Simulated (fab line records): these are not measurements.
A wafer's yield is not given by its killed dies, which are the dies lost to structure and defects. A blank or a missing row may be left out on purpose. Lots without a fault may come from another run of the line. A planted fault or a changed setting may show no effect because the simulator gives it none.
Lot-split experiment / flow n5 finfet / 39 wafers read across 7 lots, on a route 1938 steps long

== THE SPLIT ITSELF ==
At N5_MOL_CONTACT_COAG_ETCH_47 (etches SiNx in CH3F/O2, stops on W, target depth 27 nm), the setting over etch frac was moved away from the recipe's 0.2 on 18 of the 39 wafers read, by -7.7% to +6.1%. The other wafers ran this setting at the recipe's value.

The reading is taken at the split's own step.

== THE READING ==
etch.over etch s (the simulator's own value, which no gauge read), in s, at N5_MOL_CONTACT_COAG_ETCH_47 (etches SiNx in CH3F/O2, stops on W, target depth 27 nm). There is no usual value for it anywhere in the file. Average 5.226 s, standard deviation 0.089 s, over the 21 wafers here run with the recipe.

wafer=L079.1; tool, chamber at the split=rie diel-06, 0; over etch frac as run=0.2; against the recipe=recipe; etch.over etch s, s=5.214; against lot-mates on the recipe=-
wafer=L079.5; tool, chamber at the split=rie diel-06, 3; over etch frac as run=0.2; against the recipe=recipe; etch.over etch s, s=5.165; against lot-mates on the recipe=-
wafer=L079.6; tool, chamber at the split=rie diel-06, 2; over etch frac as run=0.2; against the recipe=recipe; etch.over etch s, s=5.185; against lot-mates on the recipe=-
wafer=L083.1; tool, chamber at the split=rie diel-01, 1; over etch frac as run=0.2; against the recipe=recipe; etch.over etch s, s=5.25; against lot-mates on the recipe=-
wafer=L083.2; tool, chamber at the split=rie diel-01, 3; over etch frac as run=0.2; against the recipe=recipe; etch.over etch s, s=5.174; against lot-mates on the recipe=-
wafer=L083.3; tool, chamber at the split=rie diel-01, 2; over etch frac as run=0.1859; against the recipe=-7.1%; etch.over etch s, s=4.891; against lot-mates on the recipe=-0.332
wafer=L083.4; tool, chamber at the split=rie diel-01, 3; over etch frac as run=0.1859; against the recipe=-7.1%; etch.over etch s, s=4.791; against lot-mates on the recipe=-0.432
wafer=L083.5; tool, chamber at the split=rie diel-01, 2; over etch frac as run=0.2; against the recipe=recipe; etch.over etch s, s=5.246; against lot-mates on the recipe=-
wafer=L083.6; tool, chamber at the split=rie diel-01, 1; over etch frac as run=0.1859; against the recipe=-7.1%; etch.over etch s, s=4.858; against lot-mates on the recipe=-0.365
wafer=L085.1; tool, chamber at the split=rie diel-01, 3; over etch frac as run=0.2; against the recipe=recipe; etch.over etch s, s=5.204; against lot-mates on the recipe=-
wafer=L085.2; tool, chamber at the split=rie diel-01, 1; over etch frac as run=0.2; against the recipe=recipe; etch.over etch s, s=5.226; against lot-mates on the recipe=-
wafer=L085.3; tool, chamber at the split=rie diel-01, 2; over etch frac as run=0.1908; against the recipe=-4.6%; etch.over etch s, s=5.014; against lot-mates on the recipe=-0.172
wafer=L085.4; tool, chamber at the split=rie diel-01, 0; over etch frac as run=0.1908; against the recipe=-4.6%; etch.over etch s, s=4.84; against lot-mates on the recipe=-0.346
wafer=L085.5; tool, chamber at the split=rie diel-01, 0; over etch frac as run=0.1908; against the recipe=-4.6%; etch.over etch s, s=4.808; against lot-mates on the recipe=-0.378
wafer=L085.6; tool, chamber at the split=rie diel-01, 3; over etch frac as run=0.2; against the recipe=recipe; etch.over etch s, s=5.128; against lot-mates on the recipe=-
wafer=L088.1; tool, chamber at the split=rie diel-06, 2; over etch frac as run=0.2; against the recipe=recipe; etch.over etch s, s=5.152; against lot-mates on the recipe=-
wafer=L088.2; tool, chamber at the split=rie diel-06, 0; over etch frac as run=0.1936; against the recipe=-3.2%; etch.over etch s, s=5.157; against lot-mates on the recipe=+0.009
wafer=L088.3; tool, chamber at the split=rie diel-06, 3; over etch frac as run=0.2; against the recipe=recipe; etch.over etch s, s=5.093; against lot-mates on the recipe=-
wafer=L088.4; tool, chamber at the split=rie diel-06, 2; over etch frac as run=0.1936; against the recipe=-3.2%; etch.over etch s, s=5.006; against lot-mates on the recipe=-0.142
wafer=L088.5; tool, chamber at the split=rie diel-06, 3; over etch frac as run=0.1936; against the recipe=-3.2%; etch.over etch s, s=5.027; against lot-mates on the recipe=-0.121
wafer=L088.6; tool, chamber at the split=rie diel-06, 0; over etch frac as run=0.2; against the recipe=recipe; etch.over etch s, s=5.2; against lot-mates on the recipe=-
wafer=L089.1; tool, chamber at the split=rie diel-05, 0; over etch frac as run=0.2103; against the recipe=+5.1%; etch.over etch s, s=5.752; against lot-mates on the recipe=+0.394
wafer=L089.2; tool, chamber at the split=rie diel-05, 3; over etch frac as run=0.2; against the recipe=recipe; etch.over etch s, s=5.364; against lot-mates on the recipe=-
wafer=L089.3; tool, chamber at the split=rie diel-05, 1; over etch frac as run=0.2103; against the recipe=+5.1%; etch.over etch s, s=5.303; against lot-mates on the recipe=-0.055
wafer=L089.4; tool, chamber at the split=rie diel-05, 2; over etch frac as run=0.2; against the recipe=recipe; etch.over etch s, s=5.232; against lot-mates on the recipe=-
wafer=L089.5; tool, chamber at the split=rie diel-05, 0; over etch frac as run=0.2; against the recipe=recipe; etch.over etch s, s=5.479; against lot-mates on the recipe=-
wafer=L089.6; tool, chamber at the split=rie diel-05, 3; over etch frac as run=0.2103; against the recipe=+5.1%; etch.over etch s, s=5.613; against lot-mates on the recipe=+0.255
wafer=L093.1; tool, chamber at the split=rie diel-01, 0; over etch frac as run=0.2123; against the recipe=+6.1%; etch.over etch s, s=5.402; against lot-mates on the recipe=+0.215
wafer=L093.2; tool, chamber at the split=rie diel-01, 2; over etch frac as run=0.2; against the recipe=recipe; etch.over etch s, s=5.229; against lot-mates on the recipe=-
wafer=L093.3; tool, chamber at the split=rie diel-01, 0; over etch frac as run=0.2123; against the recipe=+6.1%; etch.over etch s, s=5.387; against lot-mates on the recipe=+0.200
wafer=L093.4; tool, chamber at the split=rie diel-01, 2; over etch frac as run=0.2; against the recipe=recipe; etch.over etch s, s=5.246; against lot-mates on the recipe=-
wafer=L093.5; tool, chamber at the split=rie diel-01, 2; over etch frac as run=0.2123; against the recipe=+6.1%; etch.over etch s, s=5.546; against lot-mates on the recipe=+0.359
wafer=L093.6; tool, chamber at the split=rie diel-01, 0; over etch frac as run=0.2; against the recipe=recipe; etch.over etch s, s=5.086; against lot-mates on the recipe=-
wafer=L096.1; tool, chamber at the split=rie diel-06, 1; over etch frac as run=0.1847; against the recipe=-7.7%; etch.over etch s, s=4.914; against lot-mates on the recipe=-0.376
wafer=L096.2; tool, chamber at the split=rie diel-06, 2; over etch frac as run=0.2; against the recipe=recipe; etch.over etch s, s=5.36; against lot-mates on the recipe=-
wafer=L096.3; tool, chamber at the split=rie diel-06, 3; over etch frac as run=0.2; against the recipe=recipe; etch.over etch s, s=5.234; against lot-mates on the recipe=-
wafer=L096.4; tool, chamber at the split=rie diel-06, 3; over etch frac as run=0.1847; against the recipe=-7.7%; etch.over etch s, s=4.872; against lot-mates on the recipe=-0.418
wafer=L096.5; tool, chamber at the split=rie diel-06, 2; over etch frac as run=0.1847; against the recipe=-7.7%; etch.over etch s, s=4.913; against lot-mates on the recipe=-0.377
wafer=L096.6; tool, chamber at the split=rie diel-06, 1; over etch frac as run=0.2; against the recipe=recipe; etch.over etch s, s=5.277; against lot-mates on the recipe=-

FIT RESULTS
A straight line over all 39 wafers: etch.over etch s changes by +0.0501 s for each +1% of over etch frac; r = +0.88; the points scatter about the line by 0.11 s.
The same after taking each lot's own level away (the mean of its wafers on the recipe; 39 wafers): +0.0478 s for each +1%; r = +0.91; scatter 0.087 s.
The reading moves by 0.37 s for the largest change in over etch frac, on that fit.
Measured against the standard deviation above, the lots' own levels, which go from 5.1483 to 5.3583 s, span 2.4 times it.
The two slopes are in agreement: the lot-to-lot level therefore moves the slope only a little.
Check: -0.378 s against its lot-mates is what the line predicts for one of the wafers moved furthest among these (-7.7%) when that wafer is left out of the fit. Against them it came out at -0.376 s.

== THE OTHER SPLITS THESE WAFERS WENT THROUGH ==
Before the reading, these wafers also passed through other splits. Each is held against what the fit with the lots' levels taken away leaves over:
other split on the same wafers=N5_DUMMY_GATE_EXPOSE_12 dose mj; wafers away from the commonest value=12; r with etch.over etch s (lot level and that fit taken away)=-0.21
other split on the same wafers=N5_DUMMY_GATE_ETCH_32 time s; wafers away from the commonest value=12; r with etch.over etch s (lot level and that fit taken away)=+0.18
other split on the same wafers=N5_SPACER0_ALD_08 target thk a; wafers away from the commonest value=18; r with etch.over etch s (lot level and that fit taken away)=-0.03

== FILE'S OWN FIT ==
etch.over etch s changes by +0.0485 s for each +1% of over etch frac, r = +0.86.
